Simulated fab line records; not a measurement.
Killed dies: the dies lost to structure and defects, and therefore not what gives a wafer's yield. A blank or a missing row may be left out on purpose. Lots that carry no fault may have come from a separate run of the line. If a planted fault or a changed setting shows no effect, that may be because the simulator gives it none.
Comparing a struck lot with a sound one / flow nand_harc / 14 out of 1302 route steps
Sound: the wafers L778.2, L778.3, L778.5. Struck: wafers L797.4, L797.5, L797.6. The cause is named last.
At each step with rows: each side's tool, then ch and its chambers, then its first start. Under that, the readings that differ: sound wafers / struck wafers / difference of the means / sigmas: that difference in standard deviations of wafers without a fault.
alike: readings with means less than 2 such deviations apart, plus words and numbers identical on both sides. not compared: withheld readings, readings lacking a value on some wafer, bounds such as >300 that could conceal the same value, and numbers that have no deviation in the record and whose values overlap.
Wherever a step has rows on one side only, a row that says differs or no value, or a row with sigmas, the two part there. Numbers that don't overlap but have no deviation are shown without sigmas and don't part them. A reading that every wafer of one side lacks parts them only if that side has two wafers or more.

NHARC_A_SOURCE_PLATE_THK_MEAS_09: measures by ellipsometry.
  struck on film_metro-02, day 16 07:33; sound on film_metro-02, day 8 03:18
  alike: thk_nm
then, 3 steps without rows for these wafers: NHARC_A_SOURCE_PLATE_PVD_04 (deposits WSi2, target thk 50 nm); NHARC_A_SOURCE_PLATE_CVD_03 (deposits poly-Si, target thk 200 nm, time 4000 s); NHARC_A_SOURCE_PLATE_ANNEAL_05 (time 1800 s).
NHARC_A_SOURCE_PLATE_THK_MEAS_06: measures by ellipsometry.
  struck on film_metro-01, day 16 20:31; sound on film_metro-01, day 8 18:51
  alike: thk_nm
NHARC_A_SOURCE_PLATE_INSPECT_08:
  struck on defect_inspect-02, day 16 20:35; sound on defect_inspect-02, day 8 18:56
reading=raw_defect_count; sound=209 154 106; struck=44 57 58; difference=-103; sigmas=-3
then NHARC_A_ONON_D1_DEP_00 (target thk 1000 nm), 1 step lacking rows for these wafers.
NHARC_A_ONON_D1_THK_MEAS_02: measures by ellipsometry.
  struck on film_metro-01, day 16 21:10; sound on film_metro-01, day 8 19:31
  alike: thk_nm
then NHARC_A_ONON_D1_DEP_03 (target thk 1000 nm), 1 step lacking rows for these wafers.
NHARC_A_ONON_D1_THK_MEAS_05: measures by ellipsometry.
  struck on film_metro-01, day 16 21:44; sound on film_metro-01, day 8 20:05
  alike: thk_nm
NHARC_A_ONON_D1_DEP_06: target thk 1000 nm.
  sound on pecvd_onon-04 ch 0, day 8 20:11; struck on pecvd_onon-04 ch 0, day 16 21:58
NHARC_A_ONON_D1_THK_MEAS_08: measures by ellipsometry.
  struck on film_metro-01, day 16 22:18; sound on film_metro-02, day 8 20:39
reading=thk_nm (nm); sound=987 988 988; struck=1814 1812 1812; difference=+825; sigmas=+63
then NHARC_A_ONON_D1_DEP_09 (target thk 1000 nm), 1 step lacking rows for these wafers.
-- jump in the record: it breaks off in module A_ONON_D1 and resumes in module END (first step shown: number 1302 of the route), and 17 days separate the struck wafers' starts before and after --
NHARC_END_SORT_01:
  here the record holds rows for the struck wafers (prober-02 ch 0, day 33 14:28) but none for the sound ones

## WHERE THEY PART
Last at NHARC_END_SORT_01 as far as this record goes, first at NHARC_A_SOURCE_PLATE_INSPECT_08.

WHY: what had been put in by the simulator
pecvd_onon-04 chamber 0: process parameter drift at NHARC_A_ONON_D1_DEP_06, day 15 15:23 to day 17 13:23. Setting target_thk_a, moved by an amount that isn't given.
